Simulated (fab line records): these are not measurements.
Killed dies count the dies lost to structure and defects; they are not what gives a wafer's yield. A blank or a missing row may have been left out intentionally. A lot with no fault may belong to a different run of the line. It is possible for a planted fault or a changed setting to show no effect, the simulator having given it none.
fab line records | flow nandHarc
record lots=13 | wafers=39 | lastDay=33
route steps=1302 shown A_SGD_CUT@921 A_WL_FILL@975 A_CONTACT@999 END@1302
lots with no fault: from the same line, run without faults
startH: hours from the record's opening day to when the first of the lot's shown wafers began | waitH: time in hours since the lot's previous step | " identical to the entry in the row above | L1.1+2: a row that stands for several wafers | - no value, or no start given | * or withheld: withheld | < > ~ a bound
route shown NAME@n: NAME is a module with steps in the file, n the number in the route of the first one | usual: mean/standard deviation taken from wafers without a fault | same: alike in all rows | chamber/n: place in a boat | sites: the reading at each site | _std_site: standard deviation of those values | _edge_site: mean of outer sites minus mean of inner sites | radiusMm: for every site, how far away it sits from the centre of the wafer | mask NAME#n: copy n | behind: tool/chamber where the wafer was last shaped | hold: cause of the lot's hold/its duration in hours/its outcome | device: names the non-switching transistor (n, p or np) | end of line: at the end of the route, the tests of the same wafers | a step without rows: its recipe alone | killed: dies that structure and defects cost at the first sort, which is not the same as the wafer's yield | map: the dies of a wafer, with x for killed, . for not killed, _ for no die there
set.NAME: setting as actually run; set.NAME@STEP: the setting as run at that earlier step | model.NAME: the simulator's own value behind a step, which no gauge read
route steps across a sampled set of lots; one table per step, one row per wafer
services: when a tool's chamber went out of use (startH, in hours from the record's first day, below 0 if earlier), for how many hours, and the reason
## steps
# step NHARC_A_SGD_CUT_INSPECT_25
# usual rawDefectCount=374/97
lot.wafer | tool             | chamber | startH | waitH | rawDefectCount
L876.4    | defectInspect-01 | -       | 463.62 | -     | 433
L876.5    | "                | -       | "      | "     | 565
L876.6    | "                | -       | "      | "     | 472
L877.3    | defectInspect-02 | -       | 466.83 | -     | 319
L877.4    | "                | -       | "      | "     | 321
L877.5    | "                | -       | "      | "     | 316
L879.1    | defectInspect-01 | -       | 466.83 | -     | 255
L879.4    | "                | -       | "      | "     | 337
L879.5    | "                | -       | "      | "     | 273
L878.3    | defectInspect-02 | -       | 474.20 | -     | 331
L878.4    | "                | -       | "      | "     | 383
L878.5    | "                | -       | "      | "     | 327
L880.2    | defectInspect-02 | -       | 481.72 | -     | 430
L880.3    | "                | -       | "      | "     | 296
L880.4    | "                | -       | "      | "     | 385
L886.3    | defectInspect-01 | -       | 544.35 | -     | 398
L886.4    | "                | -       | "      | "     | 354
L886.5    | "                | -       | "      | "     | 470
L891.1    | defectInspect-01 | -       | 579.46 | -     | 414
L891.4    | "                | -       | "      | "     | 235
L891.5    | "                | -       | "      | "     | 376
L889.3    | defectInspect-01 | -       | 580.00 | -     | 279
L889.4    | "                | -       | "      | "     | 317
L889.5    | "                | -       | "      | "     | 331
L893.2    | defectInspect-01 | -       | 609.17 | -     | 288
L893.4    | "                | -       | "      | "     | 374
L893.6    | "                | -       | "      | "     | 355
L895.1    | defectInspect-01 | -       | 638.17 | -     | 355
L895.2    | "                | -       | "      | "     | 316
L895.4    | "                | -       | "      | "     | 335
L897.2    | defectInspect-01 | -       | 665.03 | -     | 418
L897.3    | "                | -       | "      | "     | 289
L897.4    | "                | -       | "      | "     | 251
L898.2    | defectInspect-02 | -       | 665.06 | -     | 320
L898.3    | "                | -       | "      | "     | 298
L898.5    | "                | -       | "      | "     | 249
L899.1    | defectInspect-01 | -       | 675.01 | -     | 263
L899.2    | "                | -       | "      | "     | 265
L899.3    | "                | -       | "      | "     | 264
# step NHARC_A_WL_FILL_ALD_19
# recipe targetThkA=20 | pulseTimeS=3 | aldCycles=100 | tempC=450 | material=TiN
# usual aldCycles=100/0 | heaterPowerW=1070/87 | precursorPulseHeightRel=0.998/0.022
lot.wafer | tool        | chamber | startH | waitH | aldCycles | heaterPowerW | precursorPulseHeightRel | sinceWetCleanH
L876.4    | aldMetal-02 | 1       | 501.92 | 0.1   | 100       | 991          | 1.009                   | 60
L876.6    | "           | 0       | "      | "     | 100       | 948          | 1.030                   | -
L876.5    | "           | 1       | "      | "     | 100       | 999          | 1.012                   | -
L877.3    | aldMetal-01 | 0       | 501.92 | 0.1   | 100       | 1016         | 0.967                   | 144
L877.4    | "           | 2       | "      | "     | 100       | 1161         | 1.010                   | 144
L877.5    | "           | 1       | "      | "     | 100       | 1160         | 1.037                   | -
L879.1    | aldMetal-02 | 3       | 504.93 | 0.1   | 100       | 1165         | 1.036                   | 63
L879.4    | "           | 2       | "      | "     | 100       | 1152         | 1.005                   | 63
L879.5    | "           | 3       | "      | "     | 100       | 1172         | 0.999                   | -
L878.3    | aldMetal-01 | 2       | 513.74 | 0.1   | 100       | 1134         | 1.031                   | 156
L878.4    | "           | 3       | "      | "     | 100       | 1148         | 1.014                   | 156
L878.5    | "           | 0       | "      | "     | 100       | 1023         | 1.011                   | -
L880.4    | aldMetal-04 | 3       | 516.91 | 0.1   | 100       | 934          | 1.005                   | 33
L880.3    | "           | 0       | "      | "     | 100       | 1168         | 0.990                   | 33
L880.2    | "           | 1       | "      | "     | 100       | 1018         | 0.996                   | 33
L886.3    | aldMetal-04 | 1       | 580.94 | 0.1   | 100       | 1003         | 0.973                   | 97
L886.4    | "           | 3       | "      | "     | 100       | 961          | 1.007                   | 97
L886.5    | "           | 1       | "      | "     | 100       | 1045         | 0.991                   | -
L891.1    | aldMetal-01 | 3       | 614.70 | 0.1   | 100       | 1136         | 0.992                   | 79
L891.4    | "           | 0       | "      | "     | 100       | 1009         | 1.024                   | 79
L891.5    | "           | 2       | "      | "     | 100       | 1149         | 1.036                   | -
L889.4    | aldMetal-04 | 1       | 619.87 | 0.1   | 100       | 1022         | 0.994                   | 136
L889.3    | "           | 3       | "      | "     | 100       | 935          | 1.010                   | 136
L889.5    | "           | 0       | "      | "     | 51        | 1162         | 0.991                   | -
L893.2    | aldMetal-02 | 0       | 649.50 | 0.1   | 100       | 887          | 0.992                   | 30
L893.4    | "           | 2       | "      | "     | 100       | 1061         | 0.968                   | 30
L893.6    | "           | 0       | "      | "     | 100       | 890          | 1.020                   | -
L895.1    | aldMetal-01 | 1       | 673.08 | 0.1   | 100       | 1170         | 0.983                   | 137
L895.4    | "           | 2       | "      | "     | 100       | 1175         | 1.008                   | 137
L895.2    | "           | 0       | "      | "     | 100       | 1054         | 1.048                   | 137
L897.4    | aldMetal-02 | 1       | 703.20 | 0.1   | 100       | 1039         | 0.977                   | 83
L897.2    | "           | 3       | "      | "     | 100       | 1205         | 0.971                   | 83
L897.3    | "           | 0       | "      | "     | 100       | 870          | 1.012                   | 83
L898.3    | aldMetal-01 | 1       | 703.25 | 0.1   | 100       | 1182         | 1.012                   | 167
L898.2    | "           | 2       | "      | "     | 100       | 1164         | 0.979                   | 167
L898.5    | "           | 0       | "      | "     | 100       | 1030         | 1.012                   | -
L899.3    | aldMetal-01 | 2       | 716.28 | 0.1   | 100       | 1174         | 0.979                   | 2
L899.1    | "           | 3       | "      | "     | 100       | 1062         | 1.012                   | 2
L899.2    | "           | 1       | "      | "     | 100       | 1107         | 1.018                   | 2
# step NHARC_A_CONTACT_INSPECT_44
# usual rawDefectCount=84/30
lot.wafer | tool             | chamber | startH | waitH | rawDefectCount
L876.4    | defectInspect-02 | -       | 508.44 | 0.0   | 53
L876.5    | "                | -       | "      | "     | 52
L876.6    | "                | -       | "      | "     | 54
L877.3    | defectInspect-01 | -       | 508.79 | 0.0   | 88
L877.4    | "                | -       | "      | "     | 100
L877.5    | "                | -       | "      | "     | 113
L879.1    | defectInspect-02 | -       | 512.80 | 0.0   | 12
L879.4    | "                | -       | "      | "     | 17
L879.5    | "                | -       | "      | "     | 18
L878.3    | defectInspect-01 | -       | 522.04 | 0.0   | 110
L878.4    | "                | -       | "      | "     | 125
L878.5    | "                | -       | "      | "     | 116
L880.2    | defectInspect-01 | -       | 526.26 | 0.0   | 103
L880.3    | "                | -       | "      | "     | 110
L880.4    | "                | -       | "      | "     | 116
L886.3    | defectInspect-02 | -       | 589.07 | 0.0   | 78
L886.4    | "                | -       | "      | "     | 79
L886.5    | "                | -       | "      | "     | 90
L891.1    | defectInspect-02 | -       | 624.02 | 0.0   | 75
L891.4    | "                | -       | "      | "     | 84
L891.5    | "                | -       | "      | "     | 75
L889.3    | defectInspect-01 | -       | 628.67 | 0.0   | 103
L889.4    | "                | -       | "      | "     | 93
L893.2    | defectInspect-01 | -       | 656.62 | 0.0   | 95
L893.4    | "                | -       | "      | "     | 105
L893.6    | "                | -       | "      | "     | 90
L895.1    | defectInspect-01 | -       | 683.33 | 0.0   | 62
L895.2    | "                | -       | "      | "     | 70
L895.4    | "                | -       | "      | "     | 66
L897.2    | defectInspect-01 | -       | 709.90 | 0.0   | 15
L897.3    | "                | -       | "      | "     | 11
L897.4    | "                | -       | "      | "     | 18
L898.2    | defectInspect-01 | -       | 710.06 | 0.0   | 51
L898.3    | "                | -       | "      | "     | 52
L898.5    | "                | -       | "      | "     | 54
L899.1    | defectInspect-02 | -       | 723.89 | 0.0   | 89
L899.2    | "                | -       | "      | "     | 76
L899.3    | "                | -       | "      | "     | 74
# step NHARC_A_CONTACT_DESCUM_47
# recipe timeS=3 | o2FlowSccm=200 | arFlowSccm=0 | biasPowerW=0 | chemistry=O2
# usual drypumpMotorCurrentA=5.4/0.54 | oesProductAu=1.006/0.012 | rfVppV=57.7/0.97 | showerheadPlenumPTorr=1.89/0.083 | throttleValvePct=11.312/0.0084
lot.wafer | tool       | chamber | startH | waitH | drypumpMotorCurrentA | oesProductAu | rfHoursCounterH | rfVppV | showerheadPlenumPTorr | throttleValvePct
L876.4    | rieDiel-07 | 1       | 508.52 | 0.1   | 5.8                  | 0.996        | 1               | 56.5   | 1.76                  | 11.297
L876.5    | "          | 3       | "      | "     | 5.0                  | 0.990        | -               | 59.1   | 1.89                  | 11.301
L876.6    | "          | 0       | "      | "     | 4.8                  | 1.005        | -               | 59.9   | 2.00                  | 11.320
L877.4    | rieDiel-13 | 3       | 508.85 | 0.1   | 6.6                  | 0.987        | 58              | 57.9   | 1.90                  | 11.313
L877.3    | "          | 2       | "      | "     | 5.0                  | 1.025        | 59              | 57.4   | 1.79                  | 11.307
L877.5    | "          | 3       | "      | "     | 6.6                  | 0.995        | -               | 58.6   | 1.90                  | 11.312
L879.1    | rieDiel-07 | 3       | 512.87 | 0.1   | 5.1                  | 0.985        | 3               | 56.0   | 1.89                  | 11.296
L879.4    | "          | 0       | "      | "     | 4.8                  | 1.002        | 2               | 58.7   | 2.00                  | 11.304
L879.5    | "          | 1       | "      | "     | 5.8                  | 1.002        | -               | 56.7   | 1.76                  | 11.309
L878.4    | rieDiel-07 | 0       | 522.10 | 0.1   | 4.8                  | 1.013        | 4               | 57.9   | 1.99                  | 11.293
L878.3    | "          | 2       | "      | "     | 5.4                  | 1.021        | 5               | 57.4   | 1.91                  | 11.323
L878.5    | "          | 3       | "      | "     | 5.0                  | 1.007        | -               | 56.7   | 1.89                  | 11.307
L880.2    | rieDiel-07 | 3       | 526.33 | 0.1   | 5.1                  | 0.987        | 6               | 59.7   | 1.89                  | 11.307
L880.4    | "          | 0       | "      | "     | 4.8                  | 1.002        | 5               | 56.5   | 1.99                  | 11.313
L880.3    | "          | 1       | "      | "     | 5.8                  | 0.999        | 5               | 56.6   | 1.76                  | 11.316
L886.3    | rieDiel-13 | 3       | 589.13 | 0.1   | 6.6                  | 0.988        | 19              | 58.3   | 1.89                  | 11.315
L886.4    | "          | 1       | "      | "     | 5.7                  | 1.004        | 21              | 58.3   | 1.88                  | 11.311
L886.5    | "          | 2       | "      | "     | 5.1                  | 1.009        | -               | 56.7   | 1.79                  | 11.313
L891.4    | rieDiel-07 | 2       | 624.09 | 0.1   | 5.4                  | 1.017        | 24              | 59.1   | 1.90                  | 11.309
L891.1    | "          | 3       | "      | "     | 5.1                  | 0.992        | 24              | 56.6   | 1.89                  | 11.307
L891.5    | "          | 1       | "      | "     | 5.8                  | 1.007        | -               | 57.9   | 1.76                  | 11.312
L889.3    | rieDiel-07 | 1       | 628.72 | 0.1   | 5.8                  | 1.015        | 24              | 56.5   | 1.76                  | 11.318
L889.4    | "          | 0       | "      | "     | 4.8                  | 1.005        | 24              | 57.8   | 1.99                  | 11.309
L893.2    | rieDiel-13 | 0       | 656.69 | 0.1   | 5.8                  | 0.992        | 41              | 57.3   | 1.79                  | 11.300
L893.4    | "          | 1       | "      | "     | 5.7                  | 1.000        | 40              | 57.1   | 1.87                  | 11.303
L893.6    | "          | 0       | "      | "     | 5.9                  | 0.993        | -               | 57.6   | 1.79                  | 11.303
L895.1    | rieDiel-07 | 0       | 683.40 | 0.1   | 4.8                  | 0.992        | 2               | 58.0   | 1.99                  | 11.311
L895.4    | "          | 1       | "      | "     | 5.8                  | 0.985        | 4               | 58.2   | 2.08                  | 11.296
L895.2    | "          | 2       | "      | "     | 5.3                  | 1.016        | 5               | 57.7   | 1.90                  | 11.317
L897.3    | rieDiel-07 | 2       | 709.97 | 0.1   | 5.4                  | 1.005        | 9               | 56.4   | 1.90                  | 11.313
L897.2    | "          | 3       | "      | "     | 5.1                  | 1.003        | 10              | 55.7   | 1.88                  | 11.313
L897.4    | "          | 0       | "      | "     | 4.8                  | 0.998        | 6               | 58.1   | 1.99                  | 11.322
L898.3    | rieDiel-13 | 2       | 710.12 | 0.1   | 5.1                  | 1.024        | 0               | 56.8   | 1.77                  | 11.315
L898.2    | "          | 3       | "      | "     | 6.6                  | 1.017        | 0               | 58.1   | 1.88                  | 11.328
L898.5    | "          | 2       | "      | "     | 5.1                  | 1.022        | -               | 56.7   | 1.77                  | 11.317
L899.2    | rieDiel-04 | 1       | 723.96 | 0.1   | 4.8                  | 1.003        | 4               | 58.5   | 1.85                  | 11.319
L899.1    | "          | 2       | "      | "     | 6.2                  | 0.977        | 2               | 57.6   | 2.00                  | 11.326
L899.3    | "          | 3       | "      | "     | 6.0                  | 1.012        | 2               | 56.6   | 1.85                  | 11.318
# step NHARC_END_SORT_01
# recipe tempC=25
# usual killedAtArray=52/16 | killedAtOther=0.8/0.98 | killedAtPeriphery=4.2/2.9 | killedDies=57/16 | killedOpen=3.3/1.9 | killedShort=2.5/1.5
# same grossDies=677
lot.wafer | tool      | chamber | startH | waitH | killedAtArray | killedAtOther | killedAtPeriphery | killedDies | killedOpen | killedShort
L889.3    | prober-01 | 0       | 703.62 | 3.1   | 54            | 1             | 4                 | 59         | 1          | 1
L889.4    | prober-01 | 0       | 704.43 | 3.4   | 64            | 1             | 6                 | 71         | 6          | 3
L889.5    | prober-01 | 0       | 705.25 | 3.7   | 671           | 1             | 5                 | 677        | 5          | 4
# killed by level:class
L889.3 A_CHANNEL_HOLE_D2:chamberFilmFlake=22 A_SLIT:chamberFilmFlake=21 A_CHANNEL_HOLE_D1:chamberFilmFlake=6 P_GATE:chamberFilmFlake=2 A_STAIRCASE:chamberFilmFlake=2 A_CHANNEL_HOLE_D1:geometricParticle:short=1 A_CHANNEL_FILL_D2:geometricParticle:open=1 P_CONTACT:chamberFilmFlake=1
L889.4 A_SLIT:chamberFilmFlake=30 A_CHANNEL_HOLE_D2:chamberFilmFlake=17 A_CHANNEL_HOLE_D1:chamberFilmFlake=6 P_CONTACT:chamberFilmFlake=4 A_STAIRCASE:chamberFilmFlake=3 A_M0:geometricParticle:open=2 P_M0:geometricParticle:open=1 P_M0:geometricParticle:short=1
L889.5 A_WL_FILL:areaAld=622 A_SLIT:chamberFilmFlake=24 A_CHANNEL_HOLE_D1:chamberFilmFlake=6 A_CHANNEL_HOLE_D2:chamberFilmFlake=6 A_STAIRCASE:chamberFilmFlake=5 P_CONTACT:chamberFilmFlake=3 A_WL_FILL:geometricParticle:short=2 P_CONTACT:geometricParticle:open=1
## services
tool        | chamber | startH | hours | kind
rieDiel-07  | 0       | 480.30 | -     | clean
rieDiel-07  | 1       | 480.30 | -     | clean
rieDiel-07  | 2       | 480.30 | -     | clean
rieDiel-07  | 3       | 480.30 | -     | clean
aldMetal-04 | 3       | 499.35 | 11.2  | repair
rieDiel-07  | 0       | 504.80 | -     | clean
rieDiel-07  | 1       | 504.80 | -     | clean
rieDiel-07  | 2       | 504.80 | -     | clean
rieDiel-07  | 3       | 504.80 | -     | clean
aldMetal-01 | 1       | 520.28 | 4.5   | repair
rieDiel-13  | -       | 521.84 | 9.0   | pm
aldMetal-01 | -       | 526.14 | 10.0  | pm
rieDiel-04  | -       | 531.98 | 9.0   | pm
aldMetal-02 | 2       | 559.07 | 3.9   | repair
aldMetal-02 | -       | 610.00 | 10.0  | pm
rieDiel-07  | 2       | 620.37 | 1.4   | repair
rieDiel-07  | -       | 648.30 | 9.0   | pm
aldMetal-04 | -       | 652.00 | 10.0  | pm
rieDiel-04  | -       | 666.79 | 1.2   | repair
rieDiel-13  | -       | 701.05 | 9.0   | pm
aldMetal-01 | -       | 704.14 | 10.0  | pm
rieDiel-04  | -       | 708.98 | 9.0   | pm
aldMetal-04 | 3       | 717.89 | 18.7  | repair
aldMetal-04 | 1       | 723.41 | 13.6  | repair
## key
firstSign step=NHARC_A_WL_FILL_ALD_19 | reading=aldCycles | direction=down | sigmas=99+ | usual=100 | struck=51
effect step=NHARC_END_SORT_01 | reading=killedAtArray | direction=up | sigmas=39 | usual=52 | struck=671
moreKillsBornAt NHARC_A_WL_FILL_ALD_19@aldMetal-04=622
metAt NHARC_A_WL_FILL_ALD_19
struckLots L889
struckWafers L889.5
laterRowsLeftOut L889.5
testerLeftOut L889
notActingAt NHARC_A_SGD_CUT_INSPECT_25,NHARC_A_CONTACT_INSPECT_44,NHARC_A_CONTACT_DESCUM_47
onsetBetween 516.91 619.87
fault kind=processParameterDrift | tool=aldMetal-04 | chamber=0 | onsetH=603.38 | steps=NHARC_A_WL_FILL_ALD_19 | channel=aldCycles | offset=-49 | shape=step | endH=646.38 | actsIn=theseRecipesOnly | stated=100
# testerLeftOut: of these lots the tester's yield and bins aren't shown, on N5 and GAA mostly nor the transistor test; their killed dies are dies lost to structure and defects alone, not to doping, threshold or leakage, so they don't give the yield
# laterRowsLeftOut: the simulator's readings of these wafers behind a module that went badly wrong aren't trusted and aren't shown, but for the sort
